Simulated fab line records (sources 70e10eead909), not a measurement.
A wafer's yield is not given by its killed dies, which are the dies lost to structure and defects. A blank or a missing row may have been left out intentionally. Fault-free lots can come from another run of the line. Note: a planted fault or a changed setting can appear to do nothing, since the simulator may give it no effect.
fab line records	flow nandHarc
[record] lots = 12	wafers = 36	lastDay = 24
route steps=1159 shown A_M1@1042 A_BONDPAD@1073 THIN_TSV@1130 END@1159
lots that met no fault: taken from a fault-free run of the same line
startH: start of the lot's first displayed wafer, in hours after the record's first day	waitH: how many hours have passed since the lot's step before this one	" the same as in the row above	L1.1+2: a single row standing in for several wafers	- no value present, or no start provided	* or withheld: withheld	< > ~ a bound
route shown NAME@n: a module of which the file shows steps, and the number in the route of the first	usual: mean and standard deviation over wafers with no fault	same: alike in all rows	chamber/n: place in a boat	sites: per-site readings	_std_site: how widely they spread, as a standard deviation	_edge_site: inner sites' mean taken away from outer sites' mean	radiusMm: for every site, how far away it sits from the centre of the wafer	mask NAME#n: copy n	behind: tool/chamber where the wafer was last shaped	hold: cause of the lot's hold/its duration in hours/its outcome	device: transistor that didn't switch, given as n, p or np	end of line: tests of these same wafers at the route's end	a step without rows: its recipe alone	killed: not the wafer's yield, but the dies lost to structure and defects at the first sort	map: a wafer's dies, x killed, . not, _ none there
set.NAME: the setting the step ran with; set.NAME@STEP: the setting that earlier step ran with	model.NAME: the simulator's own value behind a step, which no gauge read
route steps across a sampled set of lots; one table per step, one row per wafer
services: when a tool's chamber went out of use (startH, in hours from the record's first day, below 0 if earlier), for how many hours, and the reason
[[steps]]
[step NHARC_A_M1_CD_MEAS_16]
[usual] cdNm = 119.9/1
lot.wafer	tool	chamber	startH	waitH	cdNm
L994.4	cdSem-01	-	409.70	-	119.1
L994.5	"	-	"	"	119.4
L994.6	"	-	"	"	118.2
L993.1	cdSem-03	-	410.74	-	118.9
L993.3	"	-	"	"	121.1
L993.6	"	-	"	"	120.3
L100.1	cdSem-01	-	439.97	-	119.5
L100.4	"	-	"	"	121.7
L100.6	"	-	"	"	120.5
L999.2	cdSem-02	-	459.24	-	121.1
L999.3	"	-	"	"	121.4
L999.6	"	-	"	"	119.9
L101.1	cdSem-03	-	463.45	-	118.2
L101.2	"	-	"	"	120.9
L101.6	"	-	"	"	119.5
L998.1	cdSem-01	-	467.59	-	118.2
L998.3	"	-	"	"	119.7
L998.5	"	-	"	"	120.8
L105.1	cdSem-03	-	477.54	-	120.6
L105.4	"	-	"	"	119.7
L105.6	"	-	"	"	118.8
L107.1	cdSem-02	-	488.75	-	120.1
L107.4	"	-	"	"	120.2
L107.6	"	-	"	"	120.6
L106.2	cdSem-01	-	500.16	-	120.5
L106.3	"	-	"	"	121.2
L106.6	"	-	"	"	119.7
L103.1	cdSem-01	-	500.85	-	119.1
L103.2	"	-	"	"	119.8
L103.3	"	-	"	"	118.7
L114.1	cdSem-01	-	532.56	-	120.0
L114.2	"	-	"	"	120.5
L114.6	"	-	"	"	120.2
L115.3	cdSem-03	-	542.56	-	119.2
L115.4	"	-	"	"	120.0
L115.6	"	-	"	"	121.6
[step NHARC_A_BONDPAD_OVL_MEAS_35]
[usual] overlayXNm = 0/5.8	overlayYNm = 0/6.2
lot.wafer	tool	chamber	startH	waitH	overlayXNm	overlayYNm
L994.4	overlay-02	-	414.47	-	3	-7
L994.5	"	-	"	"	3	-7
L994.6	"	-	"	"	2	-7
L993.1	overlay-01	-	415.04	-	0	-3
L993.3	"	-	"	"	0	-3
L993.6	"	-	"	"	0	-3
L100.1	overlay-01	-	444.35	-	4	-14
L100.4	"	-	"	"	4	-13
L100.6	"	-	"	"	4	-13
L999.2	overlay-02	-	463.41	-	4	4
L999.3	"	-	"	"	3	5
L999.6	"	-	"	"	4	4
L101.1	overlay-02	-	467.86	-	-1	-2
L101.2	"	-	"	"	-1	-2
L101.6	"	-	"	"	-1	-2
L998.1	overlay-01	-	471.76	-	-3	8
L998.3	"	-	"	"	-4	8
L998.5	"	-	"	"	-3	9
L105.1	overlay-02	-	482.01	-	-6	-8
L105.4	"	-	"	"	-6	-9
L105.6	"	-	"	"	-6	-9
L107.1	overlay-02	-	493.04	-	-13	-2
L107.4	"	-	"	"	-13	0
L107.6	"	-	"	"	-13	-1
L106.2	overlay-01	-	504.46	-	-7	-2
L106.3	"	-	"	"	-7	-2
L106.6	"	-	"	"	-7	-2
L103.1	overlay-01	-	505.10	-	7	-6
L103.2	"	-	"	"	8	-6
L103.3	"	-	"	"	8	-7
L114.1	overlay-01	-	536.93	-	3	5
L114.2	"	-	"	"	4	5
L114.6	"	-	"	"	4	5
L115.3	overlay-02	-	546.71	-	7	-1
L115.4	"	-	"	"	6	-1
L115.6	"	-	"	"	6	-1
[step NHARC_A_BONDPAD_DESCUM_11]
[recipe] timeS = 3	o2FlowSccm = 200	arFlowSccm = 0	biasPowerW = 0	chemistry = O2
[usual] drypumpMotorCurrentA = 5.7/0.43	oesProductAu = 1.009/0.016	rfVppV = 57.6/0.9	showerheadPlenumPTorr = 1.85/0.067	throttleValvePct = 11.312/0.0093
lot.wafer	tool	chamber	startH	waitH	drypumpMotorCurrentA	oesProductAu	rfHoursCounterH	rfVppV	showerheadPlenumPTorr	throttleValvePct
L994.4	rieDiel-09	0	414.60	-	5.3	0.988	6	56.9	1.84	11.313
L994.6	"	0	"	"	5.3	0.975	-	57.4	1.84	11.311
L994.5	"	1	"	"	6.4	1.036	-	56.2	1.78	11.330
L993.1	rieDiel-04	2	415.18	-	5.8	1.002	18	59.5	1.96	11.308
L993.3	"	3	"	"	5.4	1.018	19	57.3	2.01	11.311
L993.6	"	1	"	"	5.0	0.974	-	56.6	1.90	11.297
L100.4	rieDiel-04	0	444.49	-	6.0	1.012	23	58.0	1.88	11.318
L100.1	"	1	"	"	5.1	0.971	24	57.0	1.90	11.317
L100.6	"	3	"	"	5.5	1.020	-	58.1	2.00	11.313
L999.2	rieDiel-09	0	463.53	-	5.3	0.993	1	58.8	1.84	11.302
L999.3	"	3	"	"	5.8	1.008	1	57.1	1.86	11.298
L999.6	"	1	"	"	6.4	1.027	-	59.1	1.78	11.302
L101.1	rieDiel-07	2	468.02	-	6.6	0.992	21	58.0	1.87	11.292
L101.2	"	0	"	"	5.1	0.976	21	57.6	2.05	11.300
L101.6	"	2	"	"	6.6	0.985	-	58.1	1.87	11.317
L998.3	rieDiel-09	1	471.89	-	6.5	1.030	1	58.2	1.78	11.305
L998.1	"	0	"	"	5.3	0.997	1	58.4	1.84	11.310
L998.5	"	1	"	"	6.4	1.026	-	57.3	1.78	11.310
L105.1	rieDiel-04	0	482.14	-	6.0	1.006	1	57.1	1.88	11.311
L105.4	"	1	"	"	5.0	0.992	1	56.5	1.89	11.320
L105.6	"	0	"	"	6.0	1.007	-	59.8	1.88	11.314
L107.1	rieDiel-09	3	493.16	-	5.8	1.015	2	57.0	1.86	11.328
L107.4	"	2	"	"	5.5	1.006	2	57.3	1.80	11.317
L107.6	"	0	"	"	5.3	0.991	-	56.4	1.84	11.305
L106.3	rieDiel-09	3	504.60	-	5.8	1.013	2	56.0	1.86	11.317
L106.2	"	0	"	"	5.3	0.993	2	57.8	1.84	11.321
L106.6	"	2	"	"	5.4	1.014	-	57.6	1.80	11.304
L103.3	rieDiel-04	3	505.24	-	5.5	0.999	6	57.6	2.00	11.320
L103.2	"	0	"	"	6.0	0.999	5	57.3	1.88	11.304
L103.1	"	1	"	"	5.0	0.986	5	58.0	1.89	11.308
L114.1	rieDiel-04	3	537.06	-	5.4	1.012	14	60.1	2.00	11.304
L114.2	"	2	"	"	5.8	1.017	12	60.2	1.96	11.321
L114.6	"	3	"	"	5.4	1.003	-	58.5	2.00	11.336
L115.4	rieDiel-09	2	546.84	-	5.5	0.998	4	56.9	1.80	11.316
L115.3	"	3	"	"	5.7	0.990	4	57.6	1.86	11.296
L115.6	"	2	"	"	5.5	1.001	-	58.4	1.80	11.326
[step NHARC_THIN_TSV_PVD_51]
[recipe] targetThkA = 1000	chamberPressurePa = 5	material = Cu
[usual] throttleValvePct = 30.3/0.98
lot.wafer	tool	chamber	startH	waitH	throttleValvePct
L994.4	pvdSputter-01	-	431.96	-	30.0
L994.5	"	-	"	"	29.9
L994.6	"	-	"	"	30.9
L993.3	pvdSputter-03	-	438.83	-	30.0
L993.1	"	-	"	"	27.8
L993.6	"	-	"	"	30.7
L100.4	pvdSputter-01	-	463.52	-	31.3
L100.1	"	-	"	"	29.2
L100.6	"	-	"	"	29.8
L999.2	pvdSputter-02	-	481.90	-	29.3
L999.3	"	-	"	"	30.6
L999.6	"	-	"	"	29.3
L998.1	pvdSputter-02	-	492.22	-	30.6
L998.3	"	-	"	"	31.3
L998.5	"	-	"	"	30.3
L101.2	pvdSputter-02	-	493.40	-	31.5
L101.1	"	-	"	"	30.3
L101.6	"	-	"	"	30.9
L105.4	pvdSputter-02	-	501.99	-	29.4
L105.1	"	-	"	"	31.6
L105.6	"	-	"	"	31.6
L107.4	pvdSputter-02	-	511.30	-	30.5
L107.1	"	-	"	"	31.5
L107.6	"	-	"	"	31.5
L106.2	pvdSputter-03	-	522.72	-	30.8
L106.3	"	-	"	"	31.5
L106.6	"	-	"	"	30.7
L103.3	pvdSputter-03	-	524.14	-	30.9
L103.2	"	-	"	"	31.3
L103.1	"	-	"	"	27.7
L114.1	pvdSputter-03	-	557.28	-	27.9
L114.2	"	-	"	"	30.7
L114.6	"	-	"	"	28.1
L115.4	pvdSputter-03	-	566.06	-	30.6
L115.3	"	-	"	"	28.0
L115.6	"	-	"	"	30.6
[step NHARC_END_SORT_01]
[recipe] tempC = 25
[usual] defectLimitedYield = 95.3/1.5	killedAtArray = 28/10	killedAtOther = 0.6/1.1	killedAtPeriphery = 3.6/2.6	killedDies = 32/10	killedOpen = 3.3/1.8	killedShort = 1.9/1.4	sort_bin_2_pct = 1.5/0.61	sort_bin_3_pct = 0.27/0.2	sort_bin_4_pct = 3.0/1	sortNPass = 645/10	sortRimYieldPct = 97.3/1.9	sortYieldPct = 95.3/1.5
[same] grossDies = 677	sort_bin_5_pct[%] = 0	sort_bin_6_pct[%] = 0	sort_bin_7_pct[%] = 0	sort_bin_8_pct[%] = 0	sortRimNGross = 106.00
lot.wafer	tool	chamber	startH	waitH	hold	defectLimitedYield[%]	killedAtArray	killedAtOther	killedAtPeriphery	killedDies	killedOpen	killedShort	sort_bin_2_pct[%]	sort_bin_3_pct[%]	sort_bin_4_pct[%]	sortNPass	sortRimYieldPct[%]	sortYieldPct[%]
L100.1	prober-02	0	477.52	2.5	-	93.2	33	6	7	46	6	0	2.2	0.44	4.1	631	97.2	93.2
L100.4	prober-02	0	479.88	3.3	-	93.8	35	6	1	42	3	2	2.4	0.44	3.4	635	99.1	93.8
L100.6	prober-02	0	481.45	3.9	-	95.9	23	1	4	28	0	1	1.0	0.30	2.8	649	96.2	95.9
L999.2	prober-02	0	493.34	2.8	-	95.4	25	0	6	31	3	3	1.6	0.30	2.7	646	98.1	95.4
L999.3	prober-02	0	494.14	3.1	-	94.5	30	2	5	37	5	3	1.9	0.15	3.4	640	99.1	94.5
L999.6	prober-02	0	496.55	4.0	-	95.7	25	0	4	29	4	2	1.2	0.44	2.7	648	97.2	95.7
L101.1	prober-01	0	505.30	2.5	-	95.3	29	3	0	32	2	1	2.7	0.30	1.8	645	98.1	95.3
L101.2	prober-01	0	506.11	2.8	-	93.1	37	3	7	47	1	3	1.6	0.59	4.7	630	92.5	93.1
L101.6	prober-01	0	509.32	4.0	-	93.1	44	1	2	47	4	2	1.3	0.44	5.2	630	98.1	93.1
L105.1	prober-01	0	513.77	2.5	-	94.8	33	1	1	35	4	3	1.5	0	3.7	642	95.3	94.8
L105.4	prober-01	0	516.15	3.4	-	94.8	32	0	3	35	5	1	1.6	0	3.5	642	96.2	94.8
L105.6	prober-01	0	517.74	4.0	-	95.1	26	0	7	33	6	1	1.9	0.15	2.8	644	95.3	95.1
L107.1	prober-01	0	523.19	2.5	-	95.4	24	1	6	31	2	3	1.5	0.15	3.0	646	98.1	95.4
L107.4	prober-01	0	525.60	3.4	-	94.5	29	2	6	37	4	1	1.9	0.44	3.1	640	97.2	94.5
L107.6	prober-01	0	527.20	4.0	-	95.1	22	1	10	33	5	1	2.4	0.15	2.4	644	96.2	95.1
L103.1	prober-01	0	534.32	2.5	-	97.6	11	0	5	16	3	2	0.1	0.15	2.1	661	99.1	97.6
L103.2	prober-01	0	535.12	2.8	-	97.2	17	0	2	19	4	4	0.7	0.15	1.9	658	95.3	97.2
L103.3	prober-01	0	535.92	3.1	-	96.8	18	0	4	22	1	0	0.6	0.30	2.4	655	98.1	96.8
L114.1	prober-02	0	571.33	2.5	awaitDispo/3.3h/scrap	0	41	621	15	677	1	3	93.4	0.59	6.1	0	0	0
L114.2	prober-02	0	572.13	2.8	awaitDispo/3.3h/scrap	0	50	621	6	677	3	2	94.7	0.59	4.7	0	0	0
L114.6	prober-02	0	575.31	4.0	awaitDispo/3.3h/scrap	0	38	631	8	677	1	4	95.6	0.44	4.0	0	0	0
L115.3	prober-01	0	579.27	3.1	awaitDispo/4.3h/scrap	0	20	653	4	677	6	4	97.9	0	2.1	0	0	0
L115.4	prober-01	0	580.07	3.4	awaitDispo/4.3h/scrap	0	17	657	3	677	3	1	97.6	0.15	2.2	0	0	0
L115.6	prober-01	0	581.66	4.0	awaitDispo/4.3h/scrap	0	17	655	5	677	3	2	97.5	0	2.5	0	0	0
// killed by level:class
L100.1 A_STAIRCASE:chamberFilmFlake=8 A_SLIT:chamberFilmFlake=8 THIN_TSV:chamberFilmFlake=6 A_CHANNEL_HOLE_D1:chamberFilmFlake=6 P_GATE:chamberFilmFlake=4 A_CONTACT:chamberFilmFlake=4 A_ONON_D1:geometricParticle:open=2 A_WL_FILL:chamberFilmFlake=2
L100.4 A_SLIT:chamberFilmFlake=11 A_CHANNEL_HOLE_D1:chamberFilmFlake=9 A_STAIRCASE:chamberFilmFlake=6 THIN_TSV:chamberFilmFlake=6 A_WL_FILL:chamberFilmFlake=2 A_CONTACT:chamberFilmFlake=2 A_ONON_D1:geometricParticle:open=1 A_CHANNEL_FILL_D1:geometricParticle:open=1
L100.6 A_SLIT:chamberFilmFlake=10 A_STAIRCASE:chamberFilmFlake=8 P_GATE:chamberFilmFlake=4 A_CHANNEL_HOLE_D1:chamberFilmFlake=3 A_CONTACT:geometricParticle:short=1 A_CONTACT:chamberFilmFlake=1 THIN_TSV:chamberFilmFlake=1
L999.2 A_CHANNEL_HOLE_D1:chamberFilmFlake=17 A_CONTACT:chamberFilmFlake=2 P_GATE:geometricParticle:short=1 P_GATE:geometricParticle:open=1 P_M0:geometricParticle:open=1 P_M2:geometricParticle:open=1 A_CHANNEL_HOLE_D1:geometricParticle:short=1 A_CHANNEL_FILL_D1:geometricParticle:short=1
L999.3 A_CHANNEL_HOLE_D1:chamberFilmFlake=12 P_M1:chamberFilmFlake=3 A_CHANNEL_FILL_D1:chamberFilmFlake=3 A_STAIRCASE:chamberFilmFlake=2 A_WL_FILL:chamberFilmFlake=2 A_CONTACT:chamberFilmFlake=2 THIN_TSV:chamberFilmFlake=2 A_SOURCE_PLATE:geometricParticle:open=1
L999.6 A_CHANNEL_HOLE_D1:chamberFilmFlake=12 A_CONTACT:chamberFilmFlake=4 P_M0:geometricParticle:open=2 P_M1:chamberFilmFlake=2 A_WL_FILL:chamberFilmFlake=2 A_CHANNEL_FILL_D1:geometricParticle:short=1 A_WL_FILL:geometricParticle:short=1 A_BLC:geometricParticle:open=1
L101.1 A_CHANNEL_HOLE_D1:chamberFilmFlake=15 A_SLIT:chamberFilmFlake=7 THIN_TSV:chamberFilmFlake=3 A_STAIRCASE:chamberFilmFlake=2 A_SOURCE_PLATE:geometricParticle:open=1 A_CHANNEL_FILL_D1:geometricParticle:open=1 A_CHANNEL_FILL_D1:geometricParticle:short=1 A_ZERO_WELL:chamberFilmFlake=1
L101.2 A_CHANNEL_HOLE_D1:chamberFilmFlake=21 A_SLIT:chamberFilmFlake=8 P_STI:chamberFilmFlake=5 THIN_TSV:chamberFilmFlake=3 A_STAIRCASE:chamberFilmFlake=2 A_WL_FILL:chamberFilmFlake=2 P_M0:geometricParticle:short=1 A_SOURCE_PLATE:geometricParticle:short=1
L101.6 A_SLIT:chamberFilmFlake=17 A_CHANNEL_HOLE_D1:chamberFilmFlake=16 A_M0:geometricParticle:open=2 A_CHANNEL_FILL_D1:chamberFilmFlake=2 A_STAIRCASE:chamberFilmFlake=2 P_M0:geometricParticle:short=1 A_ONON_D1:geometricParticle:open=1 A_WL_FILL:geometricParticle:short=1
L105.1 A_SLIT:chamberFilmFlake=12 A_CHANNEL_HOLE_D1:chamberFilmFlake=5 A_STAIRCASE:chamberFilmFlake=4 A_CONTACT:geometricParticle:open=3 A_ONON_D1:geometricParticle:short=2 A_WL_FILL:chamberFilmFlake=2 A_CONTACT:chamberFilmFlake=2 A_CHANNEL_FILL_D1:geometricParticle:short=1
L105.4 A_SLIT:chamberFilmFlake=13 A_CHANNEL_HOLE_D1:chamberFilmFlake=6 A_STAIRCASE:chamberFilmFlake=4 A_WL_FILL:chamberFilmFlake=4 A_CONTACT:geometricParticle:open=2 P_GATE:geometricParticle:open=1 P_CONTACT:geometricParticle:open=1 A_SGD_CUT:geometricParticle:short=1
L105.6 A_SLIT:chamberFilmFlake=15 P_ZERO_WELL:chamberFilmFlake=2 A_CHANNEL_HOLE_D1:chamberFilmFlake=2 A_WL_FILL:chamberFilmFlake=2 A_CONTACT:chamberFilmFlake=2 P_STI:geometricParticle:open=1 P_GATE:geometricParticle:open=1 P_M0:geometricParticle:short=1
L107.1 A_CHANNEL_HOLE_D1:chamberFilmFlake=19 P_M0:chamberFilmFlake=4 P_STI:geometricParticle:short=1 A_ONON_D1:geometricParticle:short=1 A_CHANNEL_HOLE_D1:geometricParticle:open=1 A_CONTACT:geometricParticle:short=1 A_BLC:geometricParticle:open=1 P_GATE:chamberFilmFlake=1
L107.4 A_CHANNEL_HOLE_D1:chamberFilmFlake=20 P_M0:chamberFilmFlake=4 A_STAIRCASE:chamberFilmFlake=3 A_CONTACT:chamberFilmFlake=2 THIN_TSV:chamberFilmFlake=2 P_GATE:geometricParticle:short=1 P_M0:geometricParticle:open=1 A_ONON_D1:geometricParticle:open=1
L107.6 A_CHANNEL_HOLE_D1:chamberFilmFlake=17 P_M0:chamberFilmFlake=5 P_M2:geometricParticle:open=2 A_STAIRCASE:chamberFilmFlake=2 P_GATE:geometricParticle:open=1 A_ONON_D1:geometricParticle:open=1 A_CHANNEL_HOLE_D1:geometricParticle:open=1 A_CHANNEL_FILL_D1:geometricParticle:short=1
L103.1 A_CHANNEL_HOLE_D1:chamberFilmFlake=3 P_CONTACT:geometricParticle:open=2 A_CHANNEL_FILL_D1:chamberFilmFlake=2 A_STAIRCASE:chamberFilmFlake=2 A_CONTACT:chamberFilmFlake=2 P_CONTACT:geometricParticle:short=1 P_M1:geometricParticle:short=1 A_M0:geometricParticle:open=1
L103.2 A_CHANNEL_HOLE_D1:chamberFilmFlake=4 A_CHANNEL_HOLE_D1:geometricParticle:short=3 A_CONTACT:geometricParticle:open=2 A_SGD_CUT:chamberFilmFlake=2 A_WL_FILL:chamberFilmFlake=2 P_GATE:geometricParticle:short=1 A_WL_FILL:geometricParticle:open=1 A_M1:geometricParticle:open=1
L103.3 A_CHANNEL_HOLE_D1:chamberFilmFlake=8 A_STAIRCASE:chamberFilmFlake=4 A_CONTACT:chamberFilmFlake=3 P_ZERO_WELL:chamberFilmFlake=2 A_ONON_D1:geometricParticle:open=1 P_GATE:chamberFilmFlake=1 P_BONDPAD:chamberFilmFlake=1 A_CHANNEL_FILL_D1:chamberFilmFlake=1
L114.1 THIN_TSV:areaPvd=621 A_SLIT:chamberFilmFlake=20 A_CHANNEL_HOLE_D1:chamberFilmFlake=10 P_M2:chamberFilmFlake=8 A_CONTACT:chamberFilmFlake=5 P_GATE:chamberFilmFlake=3 A_CHANNEL_FILL_D1:geometricParticle:short=2 P_ZERO_WELL:chamberFilmFlake=2
L114.2 THIN_TSV:areaPvd=621 A_CHANNEL_HOLE_D1:chamberFilmFlake=18 A_SLIT:chamberFilmFlake=16 A_CONTACT:chamberFilmFlake=8 P_ZERO_WELL:chamberFilmFlake=2 P_GATE:chamberFilmFlake=2 P_M2:chamberFilmFlake=2 A_STAIRCASE:chamberFilmFlake=2
L114.6 THIN_TSV:areaPvd=631 A_SLIT:chamberFilmFlake=20 A_CHANNEL_HOLE_D1:chamberFilmFlake=8 A_CONTACT:chamberFilmFlake=4 P_M2:chamberFilmFlake=3 A_STAIRCASE:chamberFilmFlake=3 P_GATE:chamberFilmFlake=2 P_GATE:geometricParticle:short=1
L115.3 THIN_TSV:areaPvd=653 A_CHANNEL_HOLE_D1:chamberFilmFlake=8 A_WL_FILL:geometricParticle:open=2 A_CONTACT:geometricParticle:open=2 A_CONTACT:geometricParticle:short=2 P_GATE:chamberFilmFlake=2 A_CONTACT:chamberFilmFlake=2 P_M0:geometricParticle:open=1
L115.4 THIN_TSV:areaPvd=657 A_CHANNEL_HOLE_D1:chamberFilmFlake=11 A_ONON_D1:geometricParticle:short=1 A_STAIRCASE:geometricParticle:open=1 A_CONTACT:geometricParticle:open=1 A_M1:geometricParticle:open=1 P_ZERO_WELL:chamberFilmFlake=1 P_STI:chamberFilmFlake=1
L115.6 THIN_TSV:areaPvd=654 A_CHANNEL_HOLE_D1:chamberFilmFlake=8 P_GATE:chamberFilmFlake=4 A_CONTACT:chamberFilmFlake=3 A_ONON_D1:geometricParticle:open=1 A_CHANNEL_FILL_D1:geometricParticle:short=1 A_SLIT:geometricParticle:open=1 A_WL_FILL:geometricParticle:short=1
[[services]]
tool	chamber	startH	hours	kind
pvdSputter-02	-	392.06	10.0	pm
rieDiel-07	-	406.34	9.0	pm
rieDiel-09	0	410.10	-	clean
rieDiel-09	1	410.10	-	clean
rieDiel-09	2	410.10	-	clean
rieDiel-09	3	410.10	-	clean
rieDiel-09	3	419.53	2.0	repair
rieDiel-09	-	431.10	9.0	pm
rieDiel-09	0	431.10	9.0	ventCycle
rieDiel-09	1	431.10	9.0	ventCycle
rieDiel-09	2	431.10	9.0	ventCycle
rieDiel-09	3	431.10	9.0	ventCycle
rieDiel-09	0	440.10	-	clean
rieDiel-09	1	440.10	-	clean
rieDiel-09	2	440.10	-	clean
rieDiel-04	0	449.74	7.2	repair
rieDiel-09	2	450.12	10.6	repair
pvdSputter-03	-	458.02	10.0	pm
rieDiel-04	-	466.09	9.0	pm
rieDiel-07	-	485.60	0.7	repair
pvdSputter-01	-	514.00	10.0	pm
rieDiel-07	0	527.80	14.0	repair
pvdSputter-01	-	530.50	4.3	repair
rieDiel-04	3	555.30	6.9	repair
[[key]]
[firstSign] step = NHARC_END_SORT_01	reading = killedAtOther	direction = up	sigmas = 99+	usual = 0.6	struck = 639.7
[effect] step = NHARC_END_SORT_01	reading = sort_bin_2_pct	direction = up	sigmas = 99+	usual = 1.5	struck = 96.1
[moreKillsBornAt] NHARC_THIN_TSV_PVD_51@pvdSputter-03 = 3837
metAt NHARC_THIN_TSV_PVD_51
struckLots L114,L115
laterRowsLeftOut L114.1,L114.2,L114.6,L115.3,L115.4,L115.6
notActingAt NHARC_A_M1_CD_MEAS_16,NHARC_A_BONDPAD_OVL_MEAS_35,NHARC_A_BONDPAD_DESCUM_11
onsetBetween 524.14 557.28
alsoFits time
[fault] kind = processParameterDrift	tool = pvdSputter-03	chamber = -	onsetH = 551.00	steps = NHARC_THIN_TSV_PVD_51	channel = targetThkA	offset = *	shape = step	endH = 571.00	actsIn = *	stated = *
// laterRowsLeftOut: the simulator's readings of these wafers behind a module that went badly wrong aren't trusted and aren't shown, but for the sort
